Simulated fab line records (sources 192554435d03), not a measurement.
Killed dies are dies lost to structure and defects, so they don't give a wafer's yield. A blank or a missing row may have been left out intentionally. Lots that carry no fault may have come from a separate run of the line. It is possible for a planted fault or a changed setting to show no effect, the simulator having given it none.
Matching of chambers || flow n5Finfet || N5_ZERO_LAYER_PECVD_02 on pecvd-02 has 3 sister chambers
The step deposits SiO2 from SiH4/N2O, target thk 10 nm, time 6 s. 3 wafers are shown with their chamber, then 11 later ones without.

EACH WAFER AND ITS CHAMBER
{"wafer": "L084.5", "chamber": 1, "showerheadPlenumPTorr (Torr)": 8.31}
{"wafer": "L087.4", "chamber": 0, "showerheadPlenumPTorr (Torr)": 8.32}
{"wafer": "L091.1", "chamber": 2, "showerheadPlenumPTorr (Torr)": 8.12}

WAFERS MISSING THEIR CHAMBER
{"wafer": "L091.4", "showerheadPlenumPTorr (Torr)": 8.12}
{"wafer": "L091.5", "showerheadPlenumPTorr (Torr)": 8.32}
{"wafer": "L094.1", "showerheadPlenumPTorr (Torr)": 8.33}
{"wafer": "L094.4", "showerheadPlenumPTorr (Torr)": 8.31}
{"wafer": "L094.5", "showerheadPlenumPTorr (Torr)": 8.12}
{"wafer": "L095.2", "showerheadPlenumPTorr (Torr)": 8.11}
{"wafer": "L095.4", "showerheadPlenumPTorr (Torr)": 8.12}
{"wafer": "L095.6", "showerheadPlenumPTorr (Torr)": 8.32}
{"wafer": "L096.1", "showerheadPlenumPTorr (Torr)": 8.15}
{"wafer": "L096.5", "showerheadPlenumPTorr (Torr)": 8.34}
{"wafer": "L096.6", "showerheadPlenumPTorr (Torr)": 8.14}

EACH ONE'S CHAMBER
{"wafer": "L091.4", "from the rows above": 2, "in truth": 2}
{"wafer": "L091.5", "from the rows above": "can't be placed: 0 or 1", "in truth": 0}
{"wafer": "L094.1", "from the rows above": "can't be placed: 0 or 1", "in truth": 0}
{"wafer": "L094.4", "from the rows above": "can't be placed: 1 or 0", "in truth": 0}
{"wafer": "L094.5", "from the rows above": 2, "in truth": 2}
{"wafer": "L095.2", "from the rows above": 2, "in truth": 2}
{"wafer": "L095.4", "from the rows above": 2, "in truth": 2}
{"wafer": "L095.6", "from the rows above": "can't be placed: 0 or 1", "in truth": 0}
{"wafer": "L096.1", "from the rows above": 2, "in truth": 2}
{"wafer": "L096.5", "from the rows above": "can't be placed: 0 or 1", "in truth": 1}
{"wafer": "L096.6", "from the rows above": 2, "in truth": 2}
Correctly placed: 6 of 11. Not placeable from these rows: 5 (in 5, the candidates include the true chamber). Wrongly placed: 0.
How it was worked out, from the rows above alone: a wafer's distance from a chamber is the root of the sum, over the readings, of the square of ((its reading less the chamber's mean) divided by the reading's scatter). The wafer belongs to the nearest chamber; if the next one is less than 2 further off, it can't be placed. A chamber's mean is the mean of its shown wafers. The scatter (one wafer shown for each chamber): square how far every hidden wafer sits from the nearest shown wafer, average those squares and take the square root.
